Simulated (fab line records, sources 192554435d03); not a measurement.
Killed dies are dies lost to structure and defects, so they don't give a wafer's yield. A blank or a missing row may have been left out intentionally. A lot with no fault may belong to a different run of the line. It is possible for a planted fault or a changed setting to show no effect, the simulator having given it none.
fab line records	flow n5Finfet
[record] lots = 9	wafers = 27	lastDay = 18
route steps=1938 shown FIN_CUT@164 BEOL_M4@1111 PASSIVATION@1936
lots with no fault: from the same line, run without faults
startH: hours from the record's first day to the start of the lot's first wafer shown	waitH: time in hours since the lot's previous step	" the same as in the row above	L1.1+2: a row that stands for several wafers	- no value present, or no start provided	* or withheld: withheld	< > ~ a bound
route shown NAME@n: NAME is a module with steps in the file, n the number in the route of the first one	usual: average and standard deviation across the fault-free wafers	same: alike in all rows	chamber/n: place in a boat	sites: each site's reading	_std_site: their standard deviation	_edge_site: the outer-site mean with the inner-site mean subtracted	radiusMm: for every site, how far away it sits from the centre of the wafer	mask NAME#n: copy n	behind: tool/chamber where the wafer was last shaped	hold: why the lot was held/for how many hours/how that ended	device: which transistor (n, p or np) failed to switch	end of line: at the end of the route, the tests of the same wafers	a step given without rows: its recipe and nothing more	killed: not the wafer's yield, but the dies lost to structure and defects at the first sort	map: dies across one wafer; x = killed, . = not, _ = none there
set.NAME: the run value of the setting; set.NAME@STEP: its run value at that earlier step	model.NAME: the simulator's own value behind a step, which no gauge read
route steps across a sampled set of lots; one table per step, one row per wafer
services: from which hour (startH, from the record's first day; less than 0 if before it) a tool's chamber was out of use, for how many hours, and why
[[steps]]
[step N5_FIN_CUT_OVL_MEAS_09]
[recipe] pointsPerWafer = 522
[usual] FIN_CUT_OVL = -0.2/0.63
lot.wafer	tool	chamber	startH	waitH	FIN_CUT_OVL[nm]
L299.1	overlay-01	0	32.47	0.0	0.1
L299.3	"	0	"	"	-0.7
L299.5	"	0	"	"	-0.2
L302.2	overlay-02	0	50.40	0.0	0.4
L302.3	"	0	"	"	0.3
L302.6	"	0	"	"	0.2
L304.1	overlay-01	0	63.19	0.0	0.4
L304.4	"	0	"	"	-0.1
L304.5	"	0	"	"	-1.0
L306.1	overlay-02	0	74.22	0.0	-0.6
L306.2	"	0	"	"	-0.9
L306.4	"	0	"	"	-0.6
L314.1	overlay-01	0	124.59	0.0	0.3
L314.3	"	0	"	"	0.3
L314.5	"	0	"	"	0.1
L315.3	overlay-01	0	128.24	0.0	-0.4
L315.5	"	0	"	"	-0.8
L315.6	"	0	"	"	-0.5
L317.2	overlay-01	0	143.64	0.0	-0.4
L317.4	"	0	"	"	-0.6
L317.6	"	0	"	"	-0.1
L318.3	overlay-02	0	147.66	0.0	-1.1
L318.5	"	0	"	"	-0.7
L318.6	"	0	"	"	-1.0
L319.1	overlay-01	0	152.37	0.0	-0.6
L319.3	"	0	"	"	-1.0
L319.6	"	0	"	"	-0.4
[step N5_FIN_CUT_PRECLEAN_35]
[recipe] timeS = 13.3	tempC = 45	pressureTorr = 125	pHfTorr = 3	pCoreactantTorr = 25	chemistry = vHF
[usual] drypumpMotorCurrentA = 5.94/0.14
lot.wafer	tool	chamber	startH	waitH	drypumpMotorCurrentA
L299.1	vaporEtch-01	0	33.12	0.0	5.80
L299.3	"	1	"	"	6.05
L299.5	"	0	"	"	5.79
L302.2	vaporEtch-01	0	51.04	0.0	5.80
L302.3	"	0	"	"	5.78
L302.6	"	0	"	"	5.79
L304.1	vaporEtch-02	1	63.83	0.0	5.86
L304.4	"	0	"	"	6.12
L304.5	"	1	"	"	5.86
L306.1	vaporEtch-01	1	74.96	0.1	6.06
L306.2	"	0	"	"	5.79
L306.4	"	1	"	"	6.06
L314.1	vaporEtch-02	0	125.77	0.0	6.13
L314.3	"	0	"	"	6.13
L314.5	"	1	"	"	5.85
L315.3	vaporEtch-01	0	129.02	0.1	5.77
L315.5	"	1	"	"	6.06
L315.6	"	0	"	"	5.76
L317.2	vaporEtch-01	1	144.27	0.0	6.03
L317.4	"	0	"	"	5.79
L317.6	"	1	"	"	6.04
L318.3	vaporEtch-01	0	148.58	0.1	5.80
L318.5	"	1	"	"	6.08
L318.6	"	0	"	"	5.80
L319.1	vaporEtch-01	1	153.02	0.0	5.98
L319.3	"	0	"	"	5.79
L319.6	"	1	"	"	6.00
[step N5_FIN_CUT_CUT_ETCH_15]
[recipe] chemistry = HBr/Cl2/O2	target = Si	targetDepthA = 1000	btTimeS = 10	maskMaterial = SOC	timeS = 42.4	ionEnergyEv = *	biasW = *	pressureMtorr = 10	icpW = 800	HBr_flow_sccm = 150	Cl2_flow_sccm = 80	O2_flow_sccm = 12
[usual] biasW = *	drypumpMotorCurrentA = 5.4/0.56	oesProductAu = 0.993/0.013	throttleValvePct = 37.05/0.26
lot.wafer	tool	chamber	startH	waitH	biasW	drypumpMotorCurrentA	oesProductAu	rfHoursCounterH	throttleValvePct
L299.1	rieSi-05	0	33.20	0.1	*	5.0	1.004	201	37.14
L299.3	"	2	"	"	*	5.1	0.989	64	37.22
L299.5	"	1	"	"	*	5.8	1.004	-	36.81
L302.2	rieSi-02	0	51.13	0.1	*	5.2	1.027	157	37.09
L302.3	"	3	"	"	*	5.8	0.989	66	36.96
L302.6	"	1	"	"	*	5.5	0.987	-	37.11
L304.1	rieSi-02	0	63.91	0.1	*	5.2	1.026	157	37.09
L304.4	"	1	"	"	*	5.5	0.987	85	37.10
L304.5	"	2	"	"	*	4.8	0.992	-	37.27
L306.1	rieSi-02	0	75.04	0.1	*	5.1	1.027	157	37.11
L306.2	"	3	"	"	*	5.8	0.985	67	36.95
L306.4	"	2	"	"	*	4.8	1.004	181	37.26
L314.1	rieSi-05	1	125.85	0.1	*	5.8	1.003	57	36.80
L314.3	"	0	"	"	*	5.0	1.003	1	36.77
L314.5	"	0	"	"	*	5.0	0.999	-	36.76
L315.3	rieSi-05	2	129.08	0.0	*	5.1	0.995	66	37.22
L315.5	"	1	"	"	*	5.8	1.001	-	36.81
L315.6	"	0	"	"	*	5.0	0.998	-	36.78
L317.2	rieSi-03	3	144.36	0.1	*	6.6	0.996	96	36.95
L317.4	"	0	"	"	*	5.0	0.987	24	36.64
L317.6	"	3	"	"	*	6.5	0.989	-	36.94
L318.3	rieSi-05	3	148.64	0.0	*	4.8	0.980	146	37.38
L318.5	"	1	"	"	*	5.9	1.001	-	36.79
L318.6	"	0	"	"	*	5.0	1.003	-	36.77
L319.1	rieSi-02	0	153.10	0.1	*	5.2	1.028	159	37.09
L319.3	"	1	"	"	*	5.6	0.991	86	37.10
L319.6	"	1	"	"	*	5.6	0.989	-	37.10
[step N5_FIN_CUT_STRIP_22]
[recipe] chemistry = N2/H2	powerW = 500	tempC = 40	pressureMtorr = 50	rfFrequencyHz = 6e+07	overashFraction = 0.3	biasPowerW = 8	h2Frac = 0.5	n2FlowSccm = 300	h2FlowSccm = 300
[usual] drypumpMotorCurrentA = 5.7/0.56	oesProductAu = 0.77/0.076	powerW = 500.0/1.5	rfVppV = 54.2/2.5	showerheadPlenumPTorr = 3.37/0.11	throttleValvePct = 18.90/0.26
[same] overashFraction = 0.3
lot.wafer	tool	chamber	startH	waitH	drypumpMotorCurrentA	oesProductAu	powerW	rfHoursCounterH	rfVppV	showerheadPlenumPTorr	throttleValvePct
L299.1	rieDiel-03	3	33.32	0.0	5.4	0.73	502.6	163	57.4	3.49	19.02
L299.3	"	2	"	"	6.6	0.72	499.9	193	55.8	3.33	18.69
L299.5	"	0	"	"	6.5	0.71	497.9	-	49.7	3.48	19.40
L302.2	rieDiel-03	1	51.25	0.0	5.7	0.66	498.8	243	58.1	3.45	19.22
L302.3	"	2	"	"	6.6	0.70	498.5	198	55.1	3.32	18.67
L302.6	"	3	"	"	5.4	0.72	500.6	-	54.1	3.49	19.04
L304.1	rieDiel-03	2	64.22	0.2	6.6	0.70	503.3	202	52.4	3.32	18.70
L304.4	"	1	"	"	5.7	0.66	500.4	247	52.9	3.45	19.23
L304.5	"	2	"	"	6.6	0.70	500.9	-	56.7	3.32	18.71
L306.1	rieDiel-03	2	75.18	0.1	6.6	0.70	498.2	204	51.7	3.32	18.70
L306.2	"	0	"	"	6.5	0.68	500.0	217	55.8	3.48	19.44
L306.4	"	1	"	"	5.7	0.66	501.0	249	60.4	3.45	19.27
L314.1	rieDiel-06	1	125.97	0.0	5.1	0.73	500.1	197	53.0	3.32	18.62
L314.3	"	2	"	"	5.0	0.94	501.1	14	55.8	3.30	18.47
L314.5	"	0	"	"	6.3	0.75	502.2	-	50.5	3.20	19.02
L315.3	rieDiel-06	2	129.34	0.2	5.0	0.95	500.2	15	49.9	3.31	18.53
L315.5	"	1	"	"	5.1	0.74	501.1	-	55.9	3.32	18.63
L315.6	"	0	"	"	6.3	0.75	498.8	-	49.6	3.20	19.00
L317.2	rieDiel-06	0	144.48	0.0	6.3	0.76	499.0	161	56.8	3.20	19.01
L317.4	"	1	"	"	5.0	0.75	497.4	202	57.5	3.31	18.63
L317.6	"	0	"	"	6.3	0.75	498.8	-	55.6	3.20	18.97
L318.3	rieDiel-03	3	148.76	0.0	5.4	0.71	501.4	198	54.1	3.47	19.11
L318.5	"	0	"	"	6.5	0.68	499.7	-	50.3	3.46	19.47
L318.6	"	3	"	"	5.4	0.70	501.9	-	54.7	3.47	19.11
L319.1	rieDiel-06	2	153.22	0.0	5.0	0.92	501.5	23	52.8	3.30	18.54
L319.3	"	1	"	"	5.1	0.72	498.2	206	52.9	3.31	18.69
L319.6	"	1	"	"	5.1	0.73	498.4	-	57.4	3.31	18.64
[step N5_BEOL_M4_RC_MEAS_101]
[usual] DIBL_N = 36.2/1.6	DIBL_P = 36.5/1.9	IOFF_N = 0.158/0.027	IOFF_P = 0.21/0.038	ION_N = 675/12	ION_P = 464/8.9	SS_N = 71.5/0.61	SS_P = 73.4/0.59	VT_N = 250.4/3	VT_P = -250/3.6
lot.wafer	tool	chamber	startH	waitH	DIBL_N[mV/V]	DIBL_P[mV/V]	IOFF_N[nA/um]	IOFF_P[nA/um]	ION_N[uA/um]	ION_P[uA/um]	SS_N[mV/dec]	SS_P[mV/dec]	VT_N[mV]	VT_P[mV]
L299.1	prober-01	0	164.40	0.0	37.7	38.5	0.175	0.26	683	474	72.3	74.0	251.0	-247
L299.3	"	0	"	"	36.3	36.5	0.146	0.22	676	472	71.1	73.0	251.9	-250
L299.5	"	0	"	"	38.5	39.0	0.194	0.27	683	468	72.0	74.1	247.4	-245
L302.2	prober-02	0	186.05	0.2	34.7	34.0	0.134	0.16	658	450	70.6	72.6	253.2	-257
L302.3	"	0	"	"	36.7	37.3	0.164	0.21	661	457	71.9	73.3	253.0	-250
L302.6	"	0	"	"	35.4	35.1	0.147	0.17	650	446	71.8	72.7	254.2	-256
L304.1	prober-01	0	202.49	0.0	37.8	37.8	0.168	0.21	684	461	72.0	73.6	253.7	-250
L304.4	"	0	"	"	38.4	38.4	0.180	0.22	689	461	71.5	74.4	249.0	-250
L304.5	"	0	"	"	39.3	39.3	0.192	0.24	680	463	71.3	74.3	251.1	-253
L306.1	prober-01	0	212.54	0.0	37.5	36.6	0.156	0.18	666	452	71.0	73.1	250.0	-257
L306.2	"	0	"	"	39.8	38.7	0.211	0.21	682	453	72.3	73.9	246.5	-255
L306.4	"	0	"	"	36.0	34.4	0.128	0.16	651	437	71.1	73.0	256.1	-259
L314.1	prober-02	0	276.81	0.0	36.2	35.3	0.141	0.18	677	464	70.7	73.0	250.3	-253
L314.3	"	0	"	"	35.3	34.9	0.142	0.18	668	460	71.1	72.6	249.4	-252
L314.5	"	0	"	"	35.5	35.6	0.138	0.18	685	457	71.1	73.1	251.5	-254
L317.2	prober-01	0	276.87	0.2	37.6	39.8	0.205	0.24	676	460	72.9	74.1	246.6	-249
L317.4	"	0	"	"	35.3	38.0	0.153	0.21	669	462	71.9	74.0	252.0	-251
L317.6	"	0	"	"	34.3	36.5	0.132	0.18	658	459	71.9	73.4	253.2	-253
L315.3	prober-01	0	279.92	0.3	36.6	37.1	0.172	0.21	666	463	72.4	72.5	249.4	-252
L315.5	"	0	"	"	37.2	37.6	0.176	0.22	669	458	72.7	74.3	250.6	-252
L315.6	"	0	"	"	35.2	36.7	0.142	0.20	673	462	71.5	73.6	252.4	-253
L319.1	prober-02	0	302.58	0.0	35.7	35.7	0.158	0.18	677	459	71.2	72.7	248.8	-254
L319.3	"	0	"	"	36.8	38.1	0.175	0.23	666	457	71.6	73.8	247.5	-250
L319.6	"	0	"	"	35.6	36.5	0.165	0.20	677	468	71.4	72.8	248.2	-251
L318.3	prober-02	0	307.86	0.3	38.4	36.8	0.179	0.26	673	468	72.1	73.3	249.6	-247
L318.5	"	0	"	"	37.6	36.5	0.163	0.25	666	467	72.0	74.1	249.4	-247
L318.6	"	0	"	"	37.1	35.7	0.161	0.22	658	457	72.8	73.2	253.0	-247
[step N5_PASSIVATION_PROBE_49]
[usual] defectLimitedYield = 91.3/1.7	killed_at_M0_to_M3 = 33/11	killed_at_M4_up = 14/5.5	killedAtContacts = 13/6.5	killedAtFrontEnd = 39/13	killedAtOther = 3.4/2.9	killedDies = 103/20	killedOnRim = 14/4.3	killedOpen = 69/15	killedShort = 32/8.1	sort_bin_5_function = 5.1/1.1	sort_bin_6_memory = 3.3/0.74	sort_bin_8_speed = 0.00/0.014	sortNPass = 1077/20	sortYieldPct = 91.3/1.7
[same] grossDies = 1180	killedAtBackSide = 0	sort_bin_4_leakage[%] = 0
lot.wafer	tool	chamber	startH	waitH	defectLimitedYield[%]	killed_at_M0_to_M3	killed_at_M4_up	killedAtContacts	killedAtFrontEnd	killedAtOther	killedDies	killedOnRim	killedOpen	killedShort	sort_bin_5_function[%]	sort_bin_6_memory[%]	sort_bin_8_speed[%]	sortNPass	sortYieldPct[%]
L314.1	prober-01	-	391.80	0.0	92.0	27	17	9	36	5	94	16	63	28	4.9	2.9	0	1086	92.0
L314.3	prober-01	-	391.90	0.1	90.0	35	10	14	57	2	118	18	64	51	5.6	3.8	0	1062	90.0
L314.5	prober-01	-	392.00	0.2	89.5	44	17	22	37	4	124	21	84	38	5.9	4.2	0	1056	89.5
// killed by level:class
L314.1 BEOL_M2:geometricParticle:open=14 FIN_SAQP:geometricParticle:short=8 MOL_CONTACT_COAG:geometricParticle:open=8 FIN_SAQP:geometricParticle:open=6 STI_FIN_REVEAL:geometricParticle:open=5 BEOL_M4:geometricParticle:open=5 GATE_CUT:geometricParticle:short=4 BEOL_M3:geometricParticle:open=4
L314.3 FIN_SAQP:geometricParticle:short=18 FIN_SAQP:geometricParticle:open=14 MOL_CONTACT_COAG:geometricParticle:open=10 BEOL_M2:geometricParticle:open=8 BEOL_M0_SAQP:geometricParticle:short=7 BEOL_M2:geometricParticle:short=6 BEOL_M3:geometricParticle:open=6 STARTING-WAFER:geometricParticle:short=5
L314.5 MOL_CONTACT_COAG:geometricParticle:open=18 BEOL_M2:geometricParticle:open=14 FIN_SAQP:geometricParticle:short=10 BEOL_M0_SAQP:geometricParticle:short=9 BEOL_M3:geometricParticle:open=9 BEOL_M4:geometricParticle:open=7 FIN_SAQP:geometricParticle:open=6 BEOL_M0_SAQP:geometricParticle:open=6
[[services]]
tool	chamber	startH	hours	kind
rieDiel-06	-	11.03	4.3	pm
rieDiel-03	2	20.37	3.0	repair
rieSi-05	0	56.33	-	clean
rieSi-05	0	56.33	20.3	scheduledDown
rieSi-05	0	56.33	20.3	ventCycle
rieDiel-06	2	64.41	-	clean
rieDiel-06	2	64.41	-	consumableReplace:focusRing
rieDiel-06	2	64.41	15.0	scheduledDown
rieDiel-06	2	64.41	15.0	ventCycle
rieDiel-03	1	77.68	-	clean
rieDiel-03	1	77.68	-	consumableReplace:focusRing
rieDiel-06	3	84.92	1.6	repair
rieSi-02	3	93.36	8.5	repair
rieDiel-03	-	116.21	0.6	repair
vaporEtch-02	-	119.52	0.8	repair
rieSi-02	1	120.26	2.0	repair
rieDiel-03	-	123.78	2.8	pm
vaporEtch-02	1	133.47	2.6	repair
vaporEtch-01	-	134.84	0.3	repair
rieSi-05	-	143.10	2.8	pm
rieSi-03	1	144.77	7.9	repair
[[key]]
[firstSign] step = N5_FIN_CUT_CUT_ETCH_15	reading = biasW	direction = up	sigmas = 23	usual = *	struck = *
effect none on later readings
metAt N5_FIN_CUT_CUT_ETCH_15
struckLots L304,L306
struckWafers L304.5,L306.4
notActingAt N5_FIN_CUT_OVL_MEAS_09,N5_FIN_CUT_PRECLEAN_35,N5_FIN_CUT_STRIP_22
[fault] kind = processParameterDrift	tool = rieSi-02	chamber = 2	onsetH = 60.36	steps = N5_FIN_CUT_CUT_ETCH_15	channel = biasW	offset = *	shape = step	endH = 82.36	actsIn = *	stated = *
